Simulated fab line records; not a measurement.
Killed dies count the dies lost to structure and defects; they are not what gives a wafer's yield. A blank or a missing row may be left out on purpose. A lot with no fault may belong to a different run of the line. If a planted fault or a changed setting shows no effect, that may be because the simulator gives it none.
Comparing a struck lot with a sound one -- flow n5Finfet -- 32 out of 1938 route steps
Sound: these wafers, L331.3, L331.4, L331.5. Wafers struck: L346.1, L346.2, L346.3. The cause is named last.
Per side, at each step with rows, come the tool, then ch with its chambers, and then its first start. Under that, the readings that differ: sound wafers -- struck wafers -- difference of the means -- sigmas: that difference in standard deviations of wafers without a fault.
alike: words and numbers the same on both sides, and readings whose means are apart by under 2 such deviations; not compared: readings that were withheld, readings missing a value for some wafer, numbers with overlapping values and no deviation given by the record, and bounds like >300 which may hide the same value.
A row with sigmas, a row that says differs or no value, or rows on one side alone: a step with any of these is where the two part. Non-overlapping numbers with no deviation appear without sigmas and do not part them. A reading missing from all wafers of one side parts the sides only when that side holds two or more wafers.

first, 1 step without rows for these wafers: N5_GATE_CUT_SRD_32 (time 30 s).
N5_GATE_CUT_SAC_CAP_01: material SiNx, target thk 24 nm, pulse time 1 s, ald cycles 480.
  sound on aldSin-03 ch 0,2,3, day 5 19:49; struck on aldSin-04 ch 0,2,3, day 9 20:13
  alike: heaterPowerW, precursorPulseHeightRel
N5_GATE_CUT_PECVD_57: deposits SiNx from SiH4/NH3/N2, target thk 21 nm.
  sound on pecvd-04 ch 0,2, day 5 22:01; struck on pecvd-01 ch 0,1,2, day 9 22:25
  alike: heaterPowerW, rfFwdPowerW, showerheadPlenumPTorr, throttleValvePct
then, 8 steps without rows for these wafers: N5_GATE_CUT_CMP_02 (polishes, stops on SiO2, t overpolish 12.7 s, target thk 0 nm); N5_GATE_CUT_HM_DEP_46 (deposits SiO2 from TEOS/O2, target thk 130 nm, time 26.6 s); N5_GATE_CUT_COAT_34 (time 60 s, resist thk 60 nm); N5_GATE_CUT_COAT_35 (time 60 s, resist thk 10 nm); N5_GATE_CUT_COAT_27 (time 60 s, resist thk 10 nm); N5_GATE_CUT_COAT_07 (resist thk 30 nm); N5_GATE_CUT_EBR_09; N5_GATE_CUT_SOFTBAKE_08 (time 60 s).
N5_GATE_CUT_EXPOSE_10: exposes mask GATE CUT, target cd 20 nm.
  sound on euvScanner-01 ch 0, day 5 22:50; struck on euvScanner-02 ch 0, day 9 23:01
reading,sound,struck,difference,sigmas
exposureDoseMJCm2,43.9 43.9 43.8,47.1 47.1 47.1,+3.2,+10
  alike: mask
then, 2 steps without rows for these wafers: N5_GATE_CUT_PEB_11 (peb time 60 s); N5_GATE_CUT_DEVELOP_12 (develop time 30 s).
N5_GATE_CUT_CD_MEAS_13: target cd 20 nm.
  sound on cdSem-03 ch 0, day 5 22:58; struck on cdSem-01 ch 0, day 9 23:09
reading,sound,struck,difference,sigmas
cdNm (nm),20.26 19.89 20.03,21.87 21.93 21.63,+1.75,+7
N5_GATE_CUT_OVL_MEAS_14:
  sound on overlay-02 ch 0, day 5 23:00; struck on overlay-01 ch 0, day 9 23:11
reading,sound,struck,difference,sigmas
GATE_CUT_OVL (nm),-0.9 -0.9 -1.3,1.0 -0.4 0.3,+1.3,+2
N5_GATE_CUT_INSPECT_15: inspects for defects (brightfield).
  sound: defectInspect-01 at day 5 23:03; struck: defectInspect-01 at day 9 23:14
  alike: rawDefectCount
N5_GATE_CUT_DESCUM_18: chemistry O2, time 7 s.
  sound on rieDiel-03 ch 1,2, day 5 23:08; struck on rieDiel-06 ch 0,1,3, day 9 23:16
reading,sound,struck,difference,sigmas
model.GATE_CUT.cdNm (nm),20.2 20 20.2,21.8 22 21.6,+1.7,
  alike: drypumpMotorCurrentA, o2FlowSccm, oesProductAu, rfFwdPowerW, rfVppV, showerheadPlenumPTorr, throttleValvePct
  not compared: rfHoursCounterH
then, 1 step without rows for these wafers: N5_GATE_CUT_ETCH_28 (etches underlayer in N2/H2, target depth 13 nm, time 10.4 s).
N5_GATE_CUT_ETCH_36: etches SiARC in CF4, target depth 13 nm, time 21.7 s.
  sound on rieDiel-03 ch 1,2, day 5 23:11; struck on rieDiel-06 ch 0,1,3, day 9 23:20
  alike: drypumpMotorCurrentA, etchRfOnTimeS, oesProductAu, rfFwdPowerW, rfVppV, showerheadPlenumPTorr, throttleValvePct
  not compared: rfHoursCounterH
N5_GATE_CUT_ETCH_37: etches SOC in N2/H2, target depth 60 nm, overetch 12 nm, time 90 s.
  sound on rieDiel-03 ch 1,2, day 5 23:13; struck on rieDiel-06 ch 0,1,3, day 9 23:21
  alike: drypumpMotorCurrentA, oesProductAu, rfFwdPowerW, rfVppV, showerheadPlenumPTorr, throttleValvePct
  not compared: rfHoursCounterH
then, 8 steps without rows for these wafers: N5_GATE_CUT_STRIP_38 (strips in N2/H2); N5_GATE_CUT_STRIP_39 (strips in N2/H2); N5_GATE_CUT_HM_OPEN_40 (chemistry C4F6/O2, target SiO2, target depth 139 nm, time 85.1 s); N5_GATE_CUT_STRIP_41 (strips in CF4); N5_GATE_CUT_STRIP_42 (strips in O2); N5_GATE_CUT_ETCH_19 (etches SiNx in CH3F/O2, target depth 53.7 nm, time 76.7 s); N5_GATE_CUT_CUT_ETCH_53 (etches W in SF6/Cl2, target depth 79.2 nm); N5_GATE_CUT_CUT_ETCH_54 (etches TiN in Cl2/BCl3, target depth 96.7 nm).
N5_GATE_CUT_CUT_ETCH_55: etches HfO2 in BCl3, target depth 3.2 nm.
  sound on rieMetal-01 ch 0,1, day 5 23:40; struck on rieMetal-01 ch 0,1, day 9 23:47
  alike: drypumpMotorCurrentA, oesProductAu, rfFwdPowerW, throttleValvePct
  not compared: rfHoursCounterH
N5_GATE_CUT_ETCH_47: etches SiO2 in Cl2/BCl3, target depth 10 nm.
  sound on rieMetal-01 ch 0,1, day 5 23:41; struck on rieMetal-01 ch 0,1, day 9 23:49
reading,sound,struck,difference,sigmas
model.GATE_CUT.cdNm (nm),20 20.6 19.2,23 21.6 22.6,+2,
  alike: drypumpMotorCurrentA, oesProductAu, rfFwdPowerW, throttleValvePct
  not compared: rfHoursCounterH
then, 1 step without rows for these wafers: N5_GATE_CUT_VAPOR_ETCH_48 (etches TiN in BCl3/Cl2).

WHERE THEY PART
At N5_GATE_CUT_EXPOSE_10 first; at N5_GATE_CUT_OVL_MEAS_14 last (within this record only). Later steps at which nothing parts them and some readings are alike: N5_GATE_CUT_INSPECT_15, N5_GATE_CUT_DESCUM_18, N5_GATE_CUT_ETCH_36, N5_GATE_CUT_ETCH_37, N5_GATE_CUT_CUT_ETCH_55, N5_GATE_CUT_ETCH_47.

WHY: what the simulator had put in
Process parameters drifting: euvScanner-02 at N5_GATE_CUT_EXPOSE_10, beginning at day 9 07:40. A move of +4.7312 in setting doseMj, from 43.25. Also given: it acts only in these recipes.
